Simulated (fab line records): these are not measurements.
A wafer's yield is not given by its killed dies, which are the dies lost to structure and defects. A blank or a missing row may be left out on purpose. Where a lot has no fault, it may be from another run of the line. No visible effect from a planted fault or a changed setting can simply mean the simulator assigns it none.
fab line records	flow n5_finfet
record lots=5	wafers=15	last_day=18
route steps=1938 shown BEOL_M2@922 BEOL_M3@931 BEOL_M4@1111 PASSIVATION@1936
lots untouched by any fault: they come from a run of this same line in which no faults occurred
start_h: start of the lot's first displayed wafer, in hours after the record's first day	wait_h: how many hours have passed since the lot's step before this one	" identical to the entry in the row above	L1.1+2: one row covering several wafers at once	- no value present, or no start provided	* or withheld: withheld	< > ~ a bound
route shown NAME@n: NAME is a module with steps in the file, n the number in the route of the first one	usual: average and standard deviation across the fault-free wafers	same: alike in all rows	chamber/n: place in a boat	sites: readings site by site	_std_site: their standard deviation	_edge_site: mean of outer sites minus mean of inner sites	radius_mm: how far each site lies from the wafer's centre	mask NAME#n: copy n	behind: the last tool/chamber to shape the wafer	hold: why the lot went on hold/how many hours it stayed there/how the hold came to an end	device: names the non-switching transistor (n, p or np)	end of line: tests run on the same wafers once the route is complete	where a step has no rows: the recipe by itself	killed: at the first sort, the dies lost to defects and structure; wafer yield is something else	map: dies across one wafer; x = killed, . = not, _ = none there
set.NAME: the run value of the setting; set.NAME@STEP: its run value at that earlier step	model.NAME: the simulator's own value behind a step, which no gauge read
lots at selected steps of the route; one table per step, one row per wafer
services: the hour from which a tool's chamber was out of use, counted from the record's first day as start_h (under 0 if before that day), plus the number of hours and why
## steps
# step N5_BEOL_M2_ANNEAL_51
# recipe temp_c=225	time_s=90	ambient=N2
# step N5_BEOL_M2_CMP_52
# recipe stop_on=SiOC	t_overpolish_s=6.8	down_force_psi=1	platen_rpm=50	clearing_platen_down_force_psi=1.5	clearing_platen_rpm=50	post_cmp_clean=cu_alkaline	target_thk_nm=40	clearing_platen_pad_velocity_m_s=0.99484	pad_velocity_m_s=0.99484
# step N5_BEOL_M2_PRE_CLEAN_60
# recipe gas=NH3/H2	time_s=15	temp_c=*	rf_power_w=300
# step N5_BEOL_M2_CO_CAP_55
# recipe material=Co	target_thk_a=20	temp_c=200	precursor=CCTBA/H2	pressure_torr=30	time_s=102.1
# step N5_BEOL_M2_PRE_CLEAN_56
# recipe gas=NH3	time_s=15	temp_c=withheld	rf_power_w=300
# step N5_BEOL_M2_DEP_57
# recipe material=SiCN	target_thk_a=80	temp_c=withheld	precursor=3MS/NH3	pressure_torr=3	rf_w=202	time_s=14
# step N5_BEOL_M3_ILD_DEP_00
# recipe material=SiOC	target_thk_a=790	temp_c=350	precursor=DEMS/O2	pressure_torr=5	rf_w=500	time_s=15.3
# step N5_BEOL_M3_PECVD_72
# recipe material=SiO2	target_thk_a=160	temp_c=400	precursor=TEOS/O2	pressure_torr=5.5	rf_w=450	teos_flow_sccm=53.8	gas=O2	flow_sccm=3000	time_s=18
# step N5_BEOL_M3_HM_DEP_02
# recipe material=TiN	target_thk_a=200	temp_c=25	chamber_pressure_pa=0.49996
# usual throttle_valve_pct=29.9/0.72
lot.wafer	tool	chamber	start_h	wait_h	throttle_valve_pct	model.TiN_of_BEOL_M3_HM_DEP_02.thk_nm
L825.2	pvd_sputter-01	-	214.17	0.7	29.8	20.2
L825.4	"	-	"	"	29.6	20.2
L825.6	"	-	"	"	29.5	20.2
L829.2	pvd_sputter-01	-	233.74	0.6	30.0	34.8
L829.3	"	-	"	"	29.3	34.8
L829.4	"	-	"	"	29.8	34.8
L831.1	pvd_sputter-01	-	260.24	0.1	29.4	35
L831.3	"	-	"	"	31.0	34.6
L831.4	"	-	"	"	29.4	35
L832.3	pvd_sputter-01	-	261.02	0.1	29.2	34.6
L832.5	"	-	"	"	30.1	34.6
L832.6	"	-	"	"	29.7	34.6
L837.2	pvd_sputter-02	-	303.24	0.6	31.6	20
L837.4	"	-	"	"	30.1	20.2
L837.6	"	-	"	"	30.2	20.2
# step N5_BEOL_M3_COAT_61
# recipe resist=SOC	temp_c=250	time_s=60	spin_rpm=1500	resist_thk_nm=60
# step N5_BEOL_M3_COAT_62
# recipe resist=SiARC	temp_c=220	time_s=60	spin_rpm=1500	resist_thk_nm=12
# step N5_BEOL_M3_COAT_73
# recipe resist=underlayer	temp_c=205	time_s=60	spin_rpm=1500	resist_thk_nm=5
# step N5_BEOL_M3_COAT_05
# recipe resist=CAR-EUV	spin_rpm=1500	resist_thk_nm=30
# step N5_BEOL_M3_EBR_07
# recipe solvent=PGMEA	ebr_width_mm=1.5
# step N5_BEOL_M3_SOFTBAKE_06
# recipe temp_c=110	time_s=60	resist=CAR-EUV
# step N5_BEOL_M3_EXPOSE_08
# recipe mask_id=M3	na=0.33	source_shape=dipole	sigma_inner=0.369	sigma_outer=0.767	polarization=unpolarized	dose_mj=33
# step N5_BEOL_M3_PEB_09
# recipe peb_temp_c=100	peb_time_s=60	resist=CAR-EUV
# step N5_BEOL_M3_DEVELOP_10
# recipe develop_time_s=30	developer=TMAH	resist=CAR-EUV	rinse_liquid=surfactant_rinse	dry=air_spin	dev_temp_c=23
# step N5_BEOL_M3_DESCUM_16
# recipe chemistry=O2	time_s=7	source_power_w=50	bias_power_w=20	pressure_mtorr=20	rf_frequency_hz=2.712e+07	temp_c=40	resist=CAR-EUV	o2_flow_sccm=225
# step N5_BEOL_M3_ETCH_74
# recipe chemistry=N2/H2	target=underlayer	target_depth_a=65	mask_material=CAR-EUV	time_s=5.2	ion_energy_ev=200	pressure_mtorr=30	source_w=840	bias_w=150	n2_flow_sccm=200	h2_flow_sccm=200	ends=cleared
# step N5_BEOL_M3_ETCH_63
# recipe chemistry=CF4	target=SiARC	target_depth_a=156	mask_material=CAR-EUV	time_s=26	ion_energy_ev=80	pressure_mtorr=40	source_w=545	bias_w=36	Ar_flow_sccm=100	cf4_flow_sccm=100	ends=cleared
# step N5_BEOL_M3_ETCH_64
# recipe chemistry=N2/H2	target=SOC	target_depth_a=750	overetch_a=150	mask_material=SiARC	temp_c=40	time_s=112.5	ion_energy_ev=200	pressure_mtorr=30	source_w=840	bias_w=150	n2_flow_sccm=200	h2_flow_sccm=200
# step N5_BEOL_M3_STRIP_65
# recipe chemistry=N2/H2	temp_c=40	n2_flow_sccm=200	h2_flow_sccm=200	rf_frequency_hz=6e+07
# step N5_BEOL_M3_STRIP_75
# recipe chemistry=N2/H2	temp_c=40	n2_flow_sccm=200	h2_flow_sccm=200	rf_frequency_hz=6e+07
# step N5_BEOL_M3_STRIP_66
# recipe chemistry=CF4	resist=SiARC	power_w=300	bias_power_w=75	pressure_mtorr=50	cf4_flow_sccm=150	rf_frequency_hz=6e+07
# step N5_BEOL_M3_HM_OPEN_17
# recipe chemistry=Cl2/BCl3	target_depth_a=200	overetch_a=60	target=TiN	mask_material=SOC	ion_energy_ev=150	pressure_mtorr=10	icp_w=1000	bias_w=126	Cl2_flow_sccm=53.25	bcl3_flow_sccm=21.75	Ar_flow_sccm=25
# usual drypump_motor_current_A=5.9/0.32	oes_product_au=0.66/0.092	throttle_valve_pct=21.99/0.12
lot.wafer	tool	chamber	start_h	wait_h	drypump_motor_current_A	oes_product_au	rf_hours_counter_h	throttle_valve_pct	model.etch.depth_nm
L825.2	rie_metal-01	0	215.07	0.0	5.6	0.76	15	22.01	20.11
L825.4	"	0	"	"	5.5	0.75	-	22.01	20.21
L825.6	"	1	"	"	5.4	0.55	-	22.19	20.24
L829.2	rie_metal-02	0	234.63	0.0	6.2	0.80	37	21.86	26.41
L829.3	"	1	"	"	6.2	0.90	-	21.58	26.12
L829.4	"	0	"	"	6.2	0.81	-	21.86	26.49
L831.1	rie_metal-03	0	261.38	0.0	6.1	0.64	109	21.77	26.42
L831.3	"	1	"	"	5.8	0.76	-	21.79	25.26
L831.4	"	0	"	"	6.1	0.64	-	21.77	26.28
L832.3	rie_metal-03	0	261.95	0.1	6.1	0.64	-	21.77	26.12
L832.5	"	0	"	"	6.1	0.64	-	21.76	26.03
L832.6	"	1	"	"	5.8	0.75	-	21.81	25
L837.2	rie_metal-01	0	304.00	0.0	5.5	0.73	23	22.05	20.09
L837.4	"	1	"	"	5.4	0.54	-	22.21	20.23
L837.6	"	0	"	"	5.6	0.73	-	22.04	20.12
# step N5_BEOL_M3_STRIP_19
# recipe chemistry=O2	power_w=400	temp_c=40	pressure_mtorr=30	rf_frequency_hz=6e+07	bias_power_w=0	overash_fraction=0.2	o2_flow_sccm=225
# step N5_BEOL_M3_COAT_67
# recipe resist=SOC	temp_c=250	time_s=60	spin_rpm=1500	resist_thk_nm=60
# step N5_BEOL_M3_COAT_68
# recipe resist=SiARC	temp_c=220	time_s=60	spin_rpm=1500	resist_thk_nm=12
# step N5_BEOL_M3_COAT_76
# recipe resist=underlayer	temp_c=205	time_s=60	spin_rpm=1500	resist_thk_nm=5
# step N5_BEOL_M3_COAT_22
# recipe resist=CAR-EUV	spin_rpm=1500	resist_thk_nm=30
# step N5_BEOL_M3_EBR_24
# recipe solvent=PGMEA	ebr_width_mm=1.5
# step N5_BEOL_M3_SOFTBAKE_23
# recipe temp_c=110	time_s=60	resist=CAR-EUV
# step N5_BEOL_M3_EXPOSE_25
# recipe mask_id=V2	na=0.33	source_shape=quasar	sigma_inner=0.2	sigma_outer=0.8	polarization=unpolarized	defocus_nm=5	dose_mj=63
# step N5_BEOL_M3_ETCHBACK_99
# recipe chemistry=CHF3	target=SiO2	target_depth_a=50	time_s=10.4	source_w=215	bias_w=47	Ar_flow_sccm=200	CHF3_flow_sccm=12	ion_energy_ev=100	pressure_mtorr=30
# usual drypump_motor_current_A=5.8/0.4	oes_product_au=0.77/0.091	rf_vpp_V=240.0/2.5	showerhead_plenum_p_Torr=2.12/0.068	throttle_valve_pct=17.07/0.26
lot.wafer	tool	chamber	start_h	wait_h	drypump_motor_current_A	oes_product_au	rf_hours_counter_h	rf_vpp_V	showerhead_plenum_p_Torr	throttle_valve_pct
L825.2	rie_diel-04	3	216.20	0.3	5.9	0.72	226	239.5	2.12	17.30
L825.4	"	2	"	"	5.7	0.97	4	240.0	2.12	16.92
L825.6	"	0	"	"	5.6	0.69	-	239.5	2.13	17.41
L829.2	rie_diel-03	2	236.00	0.2	6.2	0.27	182	239.0	2.06	17.09
L829.3	"	3	"	"	6.2	0.29	122	235.4	2.08	17.05
L829.4	"	0	"	"	6.1	0.28	194	240.8	2.05	17.23
L831.1	rie_diel-04	0	262.68	0.1	5.6	0.26	229	240.0	2.12	17.38
L831.3	"	1	"	"	6.1	0.27	185	244.2	2.23	16.97
L831.4	"	2	"	"	5.7	0.34	-	239.2	2.12	16.91
L832.3	rie_diel-02	0	263.46	0.1	5.7	0.27	171	240.2	2.15	17.34
L832.5	"	0	"	"	5.7	0.27	-	240.8	2.16	17.35
L832.6	"	1	"	"	5.7	0.27	-	236.4	1.98	16.67
L837.2	rie_diel-04	2	305.63	0.8	5.7	0.88	35	238.7	2.11	16.96
L837.4	"	1	"	"	6.1	0.72	-	246.0	2.22	17.07
L837.6	"	0	"	"	5.6	0.66	-	240.0	2.12	17.45
# step N5_BEOL_M3_TRENCH_ETCH_37
# recipe chemistry=C4F6/O2	target_depth_a=555.55	target=SiOC	time_s=29.2	ion_energy_ev=250	pressure_mtorr=30	source_w=355	bias_w=185	Ar_flow_sccm=300	C4F6_flow_sccm=10	O2_flow_sccm=10
# usual drypump_motor_current_A=5.8/0.4	oes_product_au=0.77/0.091	rf_vpp_V=663/6.4	showerhead_plenum_p_Torr=2.81/0.086	throttle_valve_pct=20.85/0.26
lot.wafer	tool	chamber	start_h	wait_h	drypump_motor_current_A	oes_product_au	rf_hours_counter_h	rf_vpp_V	showerhead_plenum_p_Torr	throttle_valve_pct	model.TiN_of_BEOL_M3_HM_DEP_02.thk_nm
L825.2	rie_diel-04	3	-	-	5.8	0.71	226	661	2.81	21.05	17.8
L825.4	"	2	"	"	5.7	0.97	4	661	2.81	20.75	17.8
L825.6	"	0	"	"	5.6	0.69	-	665	2.81	21.17	18
L829.2	rie_diel-03	2	-	-	6.2	0.72	182	660	2.73	20.89	32.4
L829.3	"	3	"	"	6.2	0.78	122	650	2.75	20.89	32.6
L829.4	"	0	"	"	6.1	0.75	194	666	2.72	21.01	32.4
L831.1	rie_diel-04	0	-	-	5.6	0.68	229	666	2.81	21.19	32.6
L831.3	"	1	"	"	6.1	0.73	185	676	2.94	20.76	32.4
L831.4	"	2	"	"	5.7	0.92	-	662	2.80	20.78	32.6
L832.3	rie_diel-02	0	-	-	5.7	0.72	171	662	2.85	21.18	32.4
L832.5	"	0	"	"	5.7	0.72	-	660	2.85	21.16	32.2
L832.6	"	1	"	"	5.7	0.74	-	654	2.63	20.45	32.4
L837.2	rie_diel-04	2	-	-	5.7	0.88	35	658	2.79	20.81	17.8
L837.4	"	1	"	"	6.1	0.71	-	675	2.94	20.79	18
L837.6	"	0	"	"	5.6	0.67	-	664	2.80	21.23	17.8
# step N5_BEOL_M3_OCD_MEAS_38
# usual trench_depth_nm=55.4/0.93
lot.wafer	tool	chamber	start_h	wait_h	trench_depth_nm
L825.2	ocd-02	-	216.59	-	54.9
L825.4	"	-	"	"	55.9
L825.6	"	-	"	"	54.9
L829.2	ocd-02	-	236.39	-	-
L829.3	"	-	"	"	-
L829.4	"	-	"	"	-
L831.1	ocd-02	-	263.07	-	-
L831.3	"	-	"	"	-
L831.4	"	-	"	"	-
L832.3	ocd-02	-	263.86	-	-
L832.5	"	-	"	"	-
L832.6	"	-	"	"	-
L837.2	ocd-02	-	306.02	-	55.7
L837.4	"	-	"	"	55.0
L837.6	"	-	"	"	55.2
# step N5_BEOL_M3_CD_MEAS_35
# recipe target_cd_nm=18	target_cd_y_nm=21	polarity=opening
# usual cd_nm=18.08/0.28
lot.wafer	tool	chamber	start_h	wait_h	cd_nm
L825.2	cd_sem-02	-	216.75	0.0	18.31
L825.4	"	-	"	"	18.36
L825.6	"	-	"	"	18.11
L829.2	cd_sem-01	-	236.54	0.0	-
L829.3	"	-	"	"	-
L829.4	"	-	"	"	-
L831.1	cd_sem-02	-	263.22	0.0	-
L831.3	"	-	"	"	-
L831.4	"	-	"	"	-
L832.3	cd_sem-01	-	264.01	0.0	-
L832.5	"	-	"	"	-
L832.6	"	-	"	"	-
L837.2	cd_sem-01	-	306.17	0.0	18.34
L837.4	"	-	"	"	18.11
L837.6	"	-	"	"	18.42
# step N5_BEOL_M4_RC_MEAS_101
# usual DIBL_N=35.7/1.3	DIBL_P=35.4/1.8	IOFF_N=0.152/0.027	IOFF_P=0.20/0.034	ION_N=672/9.8	ION_P=461/7.5	SS_N=71.4/0.55	SS_P=73.1/0.61	VT_N=251/3.3	VT_P=-251/3.6
lot.wafer	tool	chamber	start_h	wait_h	DIBL_N[mV/V]	DIBL_P[mV/V]	IOFF_N[nA/um]	IOFF_P[nA/um]	ION_N[uA/um]	ION_P[uA/um]	SS_N[mV/dec]	SS_P[mV/dec]	VT_N[mV]	VT_P[mV]
L825.2	prober-02	0	237.08	0.2	37.4	34.8	0.190	0.21	674	461	71.8	72.5	244	-247
L825.4	"	0	"	"	36.1	35.3	0.169	0.23	680	469	70.6	73.0	244	-246
L825.6	"	0	"	"	38.1	37.5	0.214	0.26	677	469	72.4	73.6	244	-244
L837.2	prober-02	0	318.63	0.2	33.7	33.3	0.112	0.18	669	470	70.2	72.8	255	-250
L837.4	"	0	"	"	32.7	31.1	0.097	0.15	661	459	71.1	72.6	258	-252
L837.6	"	0	"	"	32.1	30.5	0.093	0.16	651	457	70.2	72.6	257	-253
# step N5_PASSIVATION_PROBE_49
# usual defect_limited_yield=91.5/1.3	killed_at_M0_to_M3=33/11	killed_at_M4_up=14/5.3	killed_at_contacts=11/6.3	killed_at_front_end=38/10	killed_at_other=3.7/2.8	killed_dies=101/16	killed_on_rim=13/3.4	killed_open=67/12	killed_short=32/7.4	sort_bin_5_function=5.0/0.86	sort_bin_6_memory=3.2/0.69	sort_n_pass=1079/16	sort_yield_pct=91.5/1.3
# same gross_dies=1180	killed_at_back_side=0	sort_bin_4_leakage[%]=0	sort_bin_8_speed[%]=0
lot.wafer	tool	chamber	start_h	wait_h	defect_limited_yield[%]	killed_at_M0_to_M3	killed_at_M4_up	killed_at_contacts	killed_at_front_end	killed_at_other	killed_dies	killed_on_rim	killed_open	killed_short	sort_bin_5_function[%]	sort_bin_6_memory[%]	sort_n_pass	sort_yield_pct[%]
L829.2	prober-01	-	356.46	0.1	0	1103	12	6	54	5	1180	152	60	37	96.3	3.2	0	0
L829.3	prober-01	-	356.51	0.1	0	1108	10	5	50	7	1180	152	63	27	97.5	2.0	0	0
L829.4	prober-01	-	356.56	0.2	0	1118	9	8	44	1	1180	152	59	25	96.9	3.0	0	0
L831.1	prober-02	-	381.75	0.0	0	1112	6	6	46	10	1180	152	72	34	95.3	4.1	0	0
L831.3	prober-02	-	381.85	0.1	0	1120	15	5	35	5	1180	152	58	35	96.5	3.4	0	0
L831.4	prober-02	-	381.90	0.2	0	1120	12	4	39	5	1180	152	84	35	95.5	4.3	0	0
L832.3	prober-02	-	387.34	0.1	0	1126	13	6	33	2	1180	152	62	40	97.1	2.8	0	0
L832.5	prober-02	-	387.44	0.2	0	1132	11	8	27	2	1180	152	57	14	98.6	1.4	0	0
L832.6	prober-02	-	387.49	0.3	0	1121	10	5	42	2	1180	152	74	27	96.7	3.2	0	0
# killed by level:class
L829.2 BEOL_M3:area_open=1081 FIN_SAQP:geometric_particle:open=18 FIN_SAQP:geometric_particle:short=12 STI_FIN_REVEAL:geometric_particle:open=9 MOL_CONTACT_COAG:geometric_particle:open=6 BEOL_M1:geometric_particle:open=5 BEOL_M4:geometric_particle:short=5 BEOL_M0_SAQP:geometric_particle:short=4
L829.3 BEOL_M3:area_open=1088 FIN_SAQP:geometric_particle:open=16 STI_FIN_REVEAL:geometric_particle:open=11 FIN_SAQP:geometric_particle:short=8 BEOL_M2:geometric_particle:open=8 STARTING-WAFER:geometric_particle:short=5 MOL_CONTACT_COAG:geometric_particle:open=5 BEOL_M0_SAQP:geometric_particle:open=5
L829.4 BEOL_M3:area_open=1095 STI_FIN_REVEAL:geometric_particle:open=13 FIN_SAQP:geometric_particle:short=10 FIN_SAQP:geometric_particle:open=9 BEOL_M3:geometric_particle:open=9 MOL_CONTACT_COAG:geometric_particle:open=6 BEOL_M2:geometric_particle:open=6 BEOL_M0_SAQP:geometric_particle:open=5
L831.1 BEOL_M3:area_open=1074 BEOL_M3:geometric_particle:open=16 FIN_SAQP:geometric_particle:short=10 FIN_SAQP:geometric_particle:open=9 BEOL_M1:geometric_particle:open=8 STI_FIN_REVEAL:geometric_particle:open=7 BEOL_M2:geometric_particle:open=5 BEOL_M7:geometric_particle:open=3
L831.3 BEOL_M3:area_open=1084 BEOL_M1:geometric_particle:open=10 FIN_SAQP:geometric_particle:short=9 BEOL_M3:geometric_particle:open=9 BEOL_M2:geometric_particle:open=8 STARTING-WAFER:geometric_particle:short=5 DUMMY_GATE:geometric_particle:short=4 MOL_CONTACT_COAG:geometric_particle:open=4
L831.4 BEOL_M3:area_open=1061 BEOL_M1:geometric_particle:open=17 BEOL_M0_SAQP:geometric_particle:open=13 BEOL_M3:geometric_particle:open=10 FIN_SAQP:geometric_particle:short=6 STI_FIN_REVEAL:geometric_particle:open=6 BEOL_M0_SAQP:geometric_particle:short=6 BEOL_M2:geometric_particle:open=6
L832.3 BEOL_M3:area_open=1077 BEOL_M2:geometric_particle:open=16 BEOL_M0_SAQP:geometric_particle:short=11 FIN_SAQP:geometric_particle:open=8 FIN_SAQP:geometric_particle:short=6 BEOL_M0_SAQP:geometric_particle:open=5 BEOL_M3:geometric_particle:open=5 MOL_CONTACT_COAG:geometric_particle:open=5
L832.5 BEOL_M3:area_open=1107 BEOL_M2:geometric_particle:open=13 FIN_SAQP:geometric_particle:open=7 MOL_CONTACT_COAG:geometric_particle:open=6 BEOL_M5:geometric_particle:open=6 STI_FIN_REVEAL:geometric_particle:open=5 BEOL_M3:geometric_particle:open=5 FIN_SAQP:geometric_particle:short=3
L832.6 BEOL_M3:area_open=1079 FIN_SAQP:geometric_particle:open=21 BEOL_M0_SAQP:geometric_particle:open=9 BEOL_M2:geometric_particle:open=9 BEOL_M0_SAQP:geometric_particle:short=8 BEOL_M2:geometric_particle:short=6 FIN_SAQP:geometric_particle:short=5 STI_FIN_REVEAL:geometric_particle:open=5
# map L829.2 (x killed, . not)
_________________xxxxxxxxxxxx________________
______________xxxxxxxxxxxxxxxxxx_____________
___________xxxxxxxxxxxxxxxxxxxxxxxx__________
__________xxxxxxxxxxxxxxxxxxxxxxxxxx_________
________xxxxxxxxxxxxxxxxxxxxxxxxxxxxxx_______
_______xxxxxxxxxxxxxxxxxxxxxxxxxxxxxxxx______
______xxxxxxxxxxxxxxxxxxxxxxxxxxxxxxxxxx_____
_____xxxxxxxxxxxxxxxxxxxxxxxxxxxxxxxxxxxx____
____xxxxxxxxxxxxxxxxxxxxxxxxxxxxxxxxxxxxxx___
___xxxxxxxxxxxxxxxxxxxxxxxxxxxxxxxxxxxxxxxx__
___xxxxxxxxxxxxxxxxxxxxxxxxxxxxxxxxxxxxxxxx__
__xxxxxxxxxxxxxxxxxxxxxxxxxxxxxxxxxxxxxxxxxx_
__xxxxxxxxxxxxxxxxxxxxxxxxxxxxxxxxxxxxxxxxxx_
_xxxxxxxxxxxxxxxxxxxxxxxxxxxxxxxxxxxxxxxxxxxx
_xxxxxxxxxxxxxxxxxxxxxxxxxxxxxxxxxxxxxxxxxxxx
_xxxxxxxxxxxxxxxxxxxxxxxxxxxxxxxxxxxxxxxxxxxx
_xxxxxxxxxxxxxxxxxxxxxxxxxxxxxxxxxxxxxxxxxxxx
_xxxxxxxxxxxxxxxxxxxxxxxxxxxxxxxxxxxxxxxxxxxx
_xxxxxxxxxxxxxxxxxxxxxxxxxxxxxxxxxxxxxxxxxxxx
_xxxxxxxxxxxxxxxxxxxxxxxxxxxxxxxxxxxxxxxxxxxx
_xxxxxxxxxxxxxxxxxxxxxxxxxxxxxxxxxxxxxxxxxxxx
__xxxxxxxxxxxxxxxxxxxxxxxxxxxxxxxxxxxxxxxxxx_
__xxxxxxxxxxxxxxxxxxxxxxxxxxxxxxxxxxxxxxxxxx_
___xxxxxxxxxxxxxxxxxxxxxxxxxxxxxxxxxxxxxxxx__
___xxxxxxxxxxxxxxxxxxxxxxxxxxxxxxxxxxxxxxxx__
____xxxxxxxxxxxxxxxxxxxxxxxxxxxxxxxxxxxxxx___
_____xxxxxxxxxxxxxxxxxxxxxxxxxxxxxxxxxxxx____
______xxxxxxxxxxxxxxxxxxxxxxxxxxxxxxxxxx_____
_______xxxxxxxxxxxxxxxxxxxxxxxxxxxxxxxx______
________xxxxxxxxxxxxxxxxxxxxxxxxxxxxxx_______
__________xxxxxxxxxxxxxxxxxxxxxxxxxx_________
___________xxxxxxxxxxxxxxxxxxxxxxxx__________
______________xxxxxxxxxxxxxxxxxx_____________
_________________xxxxxxxxxxxx________________
# map L831.1 (x killed, . not)
_________________xxxxxxxxxxxx________________
______________xxxxxxxxxxxxxxxxxx_____________
___________xxxxxxxxxxxxxxxxxxxxxxxx__________
__________xxxxxxxxxxxxxxxxxxxxxxxxxx_________
________xxxxxxxxxxxxxxxxxxxxxxxxxxxxxx_______
_______xxxxxxxxxxxxxxxxxxxxxxxxxxxxxxxx______
______xxxxxxxxxxxxxxxxxxxxxxxxxxxxxxxxxx_____
_____xxxxxxxxxxxxxxxxxxxxxxxxxxxxxxxxxxxx____
____xxxxxxxxxxxxxxxxxxxxxxxxxxxxxxxxxxxxxx___
___xxxxxxxxxxxxxxxxxxxxxxxxxxxxxxxxxxxxxxxx__
___xxxxxxxxxxxxxxxxxxxxxxxxxxxxxxxxxxxxxxxx__
__xxxxxxxxxxxxxxxxxxxxxxxxxxxxxxxxxxxxxxxxxx_
__xxxxxxxxxxxxxxxxxxxxxxxxxxxxxxxxxxxxxxxxxx_
_xxxxxxxxxxxxxxxxxxxxxxxxxxxxxxxxxxxxxxxxxxxx
_xxxxxxxxxxxxxxxxxxxxxxxxxxxxxxxxxxxxxxxxxxxx
_xxxxxxxxxxxxxxxxxxxxxxxxxxxxxxxxxxxxxxxxxxxx
_xxxxxxxxxxxxxxxxxxxxxxxxxxxxxxxxxxxxxxxxxxxx
_xxxxxxxxxxxxxxxxxxxxxxxxxxxxxxxxxxxxxxxxxxxx
_xxxxxxxxxxxxxxxxxxxxxxxxxxxxxxxxxxxxxxxxxxxx
_xxxxxxxxxxxxxxxxxxxxxxxxxxxxxxxxxxxxxxxxxxxx
_xxxxxxxxxxxxxxxxxxxxxxxxxxxxxxxxxxxxxxxxxxxx
__xxxxxxxxxxxxxxxxxxxxxxxxxxxxxxxxxxxxxxxxxx_
__xxxxxxxxxxxxxxxxxxxxxxxxxxxxxxxxxxxxxxxxxx_
___xxxxxxxxxxxxxxxxxxxxxxxxxxxxxxxxxxxxxxxx__
___xxxxxxxxxxxxxxxxxxxxxxxxxxxxxxxxxxxxxxxx__
____xxxxxxxxxxxxxxxxxxxxxxxxxxxxxxxxxxxxxx___
_____xxxxxxxxxxxxxxxxxxxxxxxxxxxxxxxxxxxx____
______xxxxxxxxxxxxxxxxxxxxxxxxxxxxxxxxxx_____
_______xxxxxxxxxxxxxxxxxxxxxxxxxxxxxxxx______
________xxxxxxxxxxxxxxxxxxxxxxxxxxxxxx_______
__________xxxxxxxxxxxxxxxxxxxxxxxxxx_________
___________xxxxxxxxxxxxxxxxxxxxxxxx__________
______________xxxxxxxxxxxxxxxxxx_____________
_________________xxxxxxxxxxxx________________
## services
tool	chamber	start_h	hours	kind
rie_metal-03	-	220.80	1.4	pm
rie_diel-04	2	250.08	2.5	repair
rie_diel-04	3	257.50	8.1	repair
rie_diel-02	-	270.26	14.6	pm
rie_diel-02	-	289.47	0.3	repair
rie_diel-04	3	298.96	-	clean
rie_diel-04	3	298.96	-	consumable_replace:focus_ring
rie_diel-04	3	298.96	20.0	scheduled_down
rie_diel-04	3	298.96	20.0	vent_cycle
## key
first_sign step=N5_BEOL_M3_ETCHBACK_99	reading=oes_product_au	direction=down	sigmas=5.3	usual=0.77	struck=0.28
effect step=N5_BEOL_M3_OCD_MEAS_38	reading=trench_depth_nm	direction=missing
effect step=N5_BEOL_M3_CD_MEAS_35	reading=cd_nm	direction=missing
effect step=N5_PASSIVATION_PROBE_49	reading=sort_bin_5_function	direction=up	sigmas=99+	usual=5.0	struck=96.7
model_effect step=N5_BEOL_M3_HM_DEP_02	value=TiN_of_BEOL_M3_HM_DEP_02.thk_nm	without=20.09	struck=34.76
model_effect step=N5_BEOL_M3_HM_OPEN_17	value=etch.depth_nm	without=20.09	struck=26.01
model_effect step=N5_BEOL_M3_TRENCH_ETCH_37	value=TiN_of_BEOL_M3_HM_DEP_02.thk_nm	without=17.76	struck=32.44
more_kills_born_at N5_BEOL_M3_HM_OPEN_17@rie_metal-03=6482	N5_BEOL_M3_HM_OPEN_17@rie_metal-02=3264
met_at N5_BEOL_M3_HM_DEP_02
struck_wafers L829.2,L829.3,L829.4,L831.1,L831.3,L831.4,L832.3,L832.5,L832.6
later_rows_left_out L829.2,L829.3,L829.4,L831.1,L831.3,L831.4,L832.3,L832.5,L832.6
onset_between 214.17 233.74
fault kind=process_parameter_drift	tool=pvd_sputter-01	chamber=-	onset_h=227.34	steps=N5_BEOL_M3_HM_DEP_02	channel=target_thk_a	offset=*	shape=step	end_h=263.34	acts_in=*	stated=*
# later_rows_left_out: the simulator's readings of these wafers behind a module that went badly wrong aren't trusted and aren't shown, but for the sort
